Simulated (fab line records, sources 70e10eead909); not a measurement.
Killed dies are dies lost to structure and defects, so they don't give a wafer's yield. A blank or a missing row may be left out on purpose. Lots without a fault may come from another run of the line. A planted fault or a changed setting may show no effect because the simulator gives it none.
Which tool did it? | flow nand_harc | 24 lots, 72 wafers sampled, at 5 steps of a route of 1159

WHAT THE GAUGES READ, wafer by wafer
NHARC_A_M1_THK_MEAS_24: measures by xrf.
lot  | measured     | on            | thk_nm (nm)
L074 | day 18 11:40 | film_metro-02 | 153.2 151.8 152.6
L075 | day 18 11:44 | film_metro-02 | 153.6 155.1 154.0
L077 | day 18 12:04 | film_metro-02 | 154.1 153.8 155.8
L078 | day 18 12:15 | film_metro-02 | 156.4 154.0 154.9
L076 | day 18 13:43 | film_metro-01 | 154.7 156.9 153.5
L080 | day 19 02:17 | film_metro-02 | 153.7 155.2 157.8
L079 | day 19 03:13 | film_metro-01 | 152.2 154.6 156.5
L083 | day 19 12:08 | film_metro-02 | 155.6 153.7 153.3
L082 | day 19 22:17 | film_metro-01 | 158.0 155.1 159.0
L085 | day 20 04:47 | film_metro-02 | 155.6 154.4 154.9
L081 | day 20 09:56 | film_metro-01 | 154.3 155.0 154.7
L084 | day 20 13:13 | film_metro-01 | 153.3 153.3 150.3
L087 | day 20 13:58 | film_metro-01 | 157.8 156.3 154.3
L086 | day 20 14:53 | film_metro-02 | 153.5 156.0 157.3
L089 | day 21 04:11 | film_metro-02 | 156.5 153.7 156.5
L088 | day 21 10:57 | film_metro-02 | 155.7 156.6 153.1
L090 | day 21 17:05 | film_metro-02 | 153.3 154.7 155.6
L091 | day 22 01:19 | film_metro-01 | 153.0 155.3 154.2
L093 | day 22 04:35 | film_metro-01 | 153.0 155.8 152.6
L092 | day 22 06:35 | film_metro-02 | 154.7 153.1 152.6
L095 | day 22 09:34 | film_metro-01 | 154.0 155.7 153.9
L094 | day 22 13:33 | film_metro-01 | 152.0 155.3 155.1
L097 | day 23 00:02 | film_metro-02 | 155.8 152.2 154.3
L096 | day 23 08:40 | film_metro-01 | 155.1 155.0 153.8

NHARC_A_M1_INSPECT_27.
lot  | measured     | on                | raw_defect_count
L074 | day 18 11:58 | defect_inspect-02 | 289 319 274
L075 | day 18 12:01 | defect_inspect-01 | 470 701 434
L077 | day 18 12:16 | defect_inspect-01 | 395 439 635
L078 | day 18 12:26 | defect_inspect-02 | 470 331 338
L076 | day 18 13:59 | defect_inspect-02 | 639 246 474
L080 | day 19 02:28 | defect_inspect-02 | 496 378 358
L079 | day 19 03:23 | defect_inspect-01 | 442 597 497
L083 | day 19 12:17 | defect_inspect-01 | 295 540 585
L082 | day 19 22:26 | defect_inspect-01 | 429 321 616
L085 | day 20 04:56 | defect_inspect-01 | 641 394 418
L081 | day 20 10:05 | defect_inspect-01 | 378 457 562
L084 | day 20 13:23 | defect_inspect-01 | 602 544 479
L087 | day 20 14:07 | defect_inspect-01 | 485 630 473
L086 | day 20 15:03 | defect_inspect-01 | 451 417 577
L089 | day 21 04:20 | defect_inspect-02 | 679 607 441
L088 | day 21 11:07 | defect_inspect-01 | 331 376 496
L090 | day 21 17:15 | defect_inspect-01 | 677 601 573
L091 | day 22 01:29 | defect_inspect-02 | 440 669 333
L093 | day 22 04:44 | defect_inspect-01 | 303 766 559
L092 | day 22 06:44 | defect_inspect-01 | 532 452 331
L095 | day 22 09:44 | defect_inspect-02 | 403 360 438
L094 | day 22 13:43 | defect_inspect-01 | 422 507 401
L097 | day 23 00:11 | defect_inspect-02 | 548 376 467
L096 | day 23 08:50 | defect_inspect-01 | 343 386 349

WHICH TOOL RAN EACH LOT (tool, then ch and the chambers of the sampled wafers, then the start)
lot  | NHARC_A_M1_ETCH_15                            | NHARC_A_M1_PRE_CLEAN_30                 | NHARC_A_M1_CMP_23
L074 | rie_diel-04 ch 0,1, day 18 11:22 or earlier   | pvd_sputter-03, day 18 11:22 or earlier | cmp-03 ch 2,3, day 18 11:22
L075 | rie_diel-10 ch 1,2, day 18 11:28 or earlier   | pvd_sputter-02, day 18 11:28 or earlier | cmp-04 ch 0,2,3, day 18 11:28
L077 | rie_diel-04 ch 0,2,3, day 18 11:45 or earlier | pvd_sputter-03, day 18 11:45 or earlier | cmp-04 ch 0,2, day 18 11:45
L078 | rie_diel-04 ch 0,3, day 18 11:55 or earlier   | pvd_sputter-03, day 18 11:55 or earlier | cmp-03 ch 0,3, day 18 11:55
L076 | rie_diel-10 ch 1,2,3, day 18 13:27 or earlier | pvd_sputter-01, day 18 13:27 or earlier | cmp-02 ch 0,2,3, day 18 13:27
L080 | rie_diel-10 ch 1,2, day 19 01:58 or earlier   | pvd_sputter-02, day 19 01:58 or earlier | cmp-04 ch 1,2, day 19 01:58
L079 | rie_diel-11 ch 0,1,3, day 19 02:56 or earlier | pvd_sputter-03, day 19 02:56 or earlier | cmp-02 ch 0,3, day 19 02:56
L083 | rie_diel-04 ch 0,2,3, day 19 11:52 or earlier | pvd_sputter-02, day 19 11:52 or earlier | cmp-04 ch 0,1,2, day 19 11:52
L082 | rie_diel-11 ch 1,3, day 19 22:00 or earlier   | pvd_sputter-02, day 19 22:00 or earlier | cmp-02 ch 2,3, day 19 22:00
L085 | rie_diel-10 ch 0,1,2, day 20 04:34 or earlier | pvd_sputter-02, day 20 04:34 or earlier | cmp-03 ch 0,1,2, day 20 04:34
L081 | rie_diel-10 ch 2,3, day 20 09:38 or earlier   | pvd_sputter-02, day 20 09:38 or earlier | cmp-03 ch 1,2, day 20 09:38
L084 | rie_diel-10 ch 0,1,3, day 20 12:56 or earlier | pvd_sputter-01, day 20 12:56 or earlier | cmp-03 ch 1,2, day 20 12:56
L087 | rie_diel-10 ch 0,1,2, day 20 13:38 or earlier | pvd_sputter-01, day 20 13:38 or earlier | cmp-02 ch 0,1,2, day 20 13:38
L086 | rie_diel-10 ch 0,2,3, day 20 14:34 or earlier | pvd_sputter-02, day 20 14:34 or earlier | cmp-02 ch 0,1,3, day 20 14:34
L089 | rie_diel-04 ch 1,2, day 21 03:55 or earlier   | pvd_sputter-01, day 21 03:55 or earlier | cmp-04 ch 0,2,3, day 21 03:55
L088 | rie_diel-10 ch 0,2, day 21 10:40 or earlier   | pvd_sputter-01, day 21 10:40 or earlier | cmp-02 ch 0,1,3, day 21 10:40
L090 | rie_diel-11 ch 0,2,3, day 21 16:48 or earlier | pvd_sputter-03, day 21 16:48 or earlier | cmp-03 ch 0,1,3, day 21 16:48
L091 | rie_diel-04 ch 0,2,3, day 22 00:59 or earlier | pvd_sputter-03, day 22 00:59 or earlier | cmp-03 ch 0,2,3, day 22 00:59
L093 | rie_diel-11 ch 1,2,3, day 22 04:16 or earlier | pvd_sputter-02, day 22 04:16 or earlier | cmp-03 ch 0,2,3, day 22 04:16
L092 | rie_diel-10 ch 1,2, day 22 06:16 or earlier   | pvd_sputter-01, day 22 06:16 or earlier | cmp-02 ch 1,3, day 22 06:16
L095 | rie_diel-04 ch 0,1, day 22 09:16 or earlier   | pvd_sputter-01, day 22 09:16 or earlier | cmp-03 ch 0,1, day 22 09:16
L094 | rie_diel-10 ch 0,3, day 22 13:16 or earlier   | pvd_sputter-03, day 22 13:16 or earlier | cmp-02 ch 1,2,3, day 22 13:16
L097 | rie_diel-04 ch 0,2,3, day 22 23:43 or earlier | pvd_sputter-02, day 22 23:43 or earlier | cmp-02 ch 2,3, day 22 23:43
L096 | rie_diel-11 ch 0,2, day 23 08:22 or earlier   | pvd_sputter-01, day 23 08:22 or earlier | cmp-04 ch 0,1,3, day 23 08:22
- NHARC_A_M1_ETCH_15: etches the open film in C4F8/Ar, target depth 182.5 nm, time 91.2 s.
- NHARC_A_M1_PRE_CLEAN_30: time 30 s.
- NHARC_A_M1_CMP_23: polishes, t overpolish 20 s, target thk 154.34 nm.

WHAT THE TOOLS THEMSELVES READ (means of the sampled wafers that have a number; where no wafer has one, the mark that the record gives instead)
NHARC_A_M1_ETCH_15.
lot  | tool        | oes_product_au (a.u.) | rf_fwd_power_W (W) | rf_vpp_V (V)
L074 | rie_diel-04 | 0.927                 | 594.8              | 444.7
L075 | rie_diel-10 | 0.968                 | 595.4              | 443.0
L077 | rie_diel-04 | 0.981                 | 595.0              | 443.1
L078 | rie_diel-04 | 0.923                 | 596.2              | 443.6
L076 | rie_diel-10 | 0.961                 | 596.0              | 441.0
L080 | rie_diel-10 | 0.963                 | 597.2              | 442.7
L079 | rie_diel-11 | 0.957                 | 596.4              | 439.5
L083 | rie_diel-04 | 0.924                 | 595.4              | 443.3
L082 | rie_diel-11 | 0.942                 | 597.7              | 439.7
L085 | rie_diel-10 | 0.927                 | 595.7              | 442.4
L081 | rie_diel-10 | 0.952                 | 596.6              | 439.0
L084 | rie_diel-10 | 0.990                 | 595.5              | 441.1
L087 | rie_diel-10 | 0.923                 | 595.3              | 441.2
L086 | rie_diel-10 | 0.964                 | 595.6              | 439.6
L089 | rie_diel-04 | 0.967                 | 595.4              | 443.1
L088 | rie_diel-10 | 0.957                 | 595.1              | 439.4
L090 | rie_diel-11 | 0.970                 | 595.0              | 442.3
L091 | rie_diel-04 | 0.950                 | 594.0              | 443.5
L093 | rie_diel-11 | 0.951                 | 596.3              | 440.7
L092 | rie_diel-10 | 0.977                 | 596.8              | 440.6
L095 | rie_diel-04 | 0.977                 | 597.8              | 443.7
L094 | rie_diel-10 | 0.973                 | 594.8              | 438.9
L097 | rie_diel-04 | 0.925                 | 597.3              | 443.7
L096 | rie_diel-11 | 0.925                 | 597.9              | 441.5

NHARC_A_M1_PRE_CLEAN_30.
lot  | tool           | heater_power_w (W)
L074 | pvd_sputter-03 | 391
L075 | pvd_sputter-02 | 422
L077 | pvd_sputter-03 | 420
L078 | pvd_sputter-03 | 386
L076 | pvd_sputter-01 | 419
L080 | pvd_sputter-02 | 486
L079 | pvd_sputter-03 | 397
L083 | pvd_sputter-02 | 413
L082 | pvd_sputter-02 | 451
L085 | pvd_sputter-02 | 389
L081 | pvd_sputter-02 | 457
L084 | pvd_sputter-01 | 436
L087 | pvd_sputter-01 | 435
L086 | pvd_sputter-02 | 484
L089 | pvd_sputter-01 | 441
L088 | pvd_sputter-01 | 439
L090 | pvd_sputter-03 | 392
L091 | pvd_sputter-03 | 395
L093 | pvd_sputter-02 | 444
L092 | pvd_sputter-01 | 410
L095 | pvd_sputter-01 | 438
L094 | pvd_sputter-03 | 415
L097 | pvd_sputter-02 | 426
L096 | pvd_sputter-01 | 440

NHARC_A_M1_CMP_23.
lot  | tool   | motor_current_A (A) | time_to_endpoint_s (s)
L074 | cmp-03 | 10.7                | 26.1
L075 | cmp-04 | 11.4                | 28.7
L077 | cmp-04 | 11.1                | 31.4
L078 | cmp-03 | 12.4                | 28.6
L076 | cmp-02 | 10.8                | 29.1
L080 | cmp-04 | 11.5                | 29.8
L079 | cmp-02 | 10.8                | 30.7
L083 | cmp-04 | 11.5                | 29.7
L082 | cmp-02 | 11.3                | 29.9
L085 | cmp-03 | 12.4                | 27.9
L081 | cmp-03 | 11.9                | 27.7
L084 | cmp-03 | 12.1                | 27.1
L087 | cmp-02 | 12.0                | 34.1
L086 | cmp-02 | 11.2                | 31.2
L089 | cmp-04 | 11.7                | 29.2
L088 | cmp-02 | 11.2                | 30.2
L090 | cmp-03 | 12.2                | 29.5
L091 | cmp-03 | 12.1                | 26.1
L093 | cmp-03 | 12.2                | 25.6
L092 | cmp-02 | 10.7                | 30.9
L095 | cmp-03 | 13.2                | 27.4
L094 | cmp-02 | 11.5                | 27.6
L097 | cmp-02 | 10.5                | 27.2
L096 | cmp-04 | 11.5                | 29.0

THE ANSWER, worked out from the rows above alone
Rule: what is usual is taken from the lots themselves. Put in order of their means at a reading, lots are off if they are a third of the lots or fewer, leave a main group of 4 or more, and stand apart from it by a gap of 3 or more times the standard deviation of the main group's means; of several such gaps the widest counts. A main group whose means are all the same, to the digits that the tables above print for the reading, isn't used. A lot without any number at a reading at which 4 lots or more have one is off too. The other lots that the step has rows for count as sound. The gauges are gone through in route order, then the tools' own readings, and for those a lot's mean is taken as printed above. The first step at which some lot is off is used, and at that step the reading that is off furthest; a lot without a number counts as furthest.
No lot is off at any reading shown: from this, nothing can be told.

WHAT THE SIMULATOR HAD PUT IN
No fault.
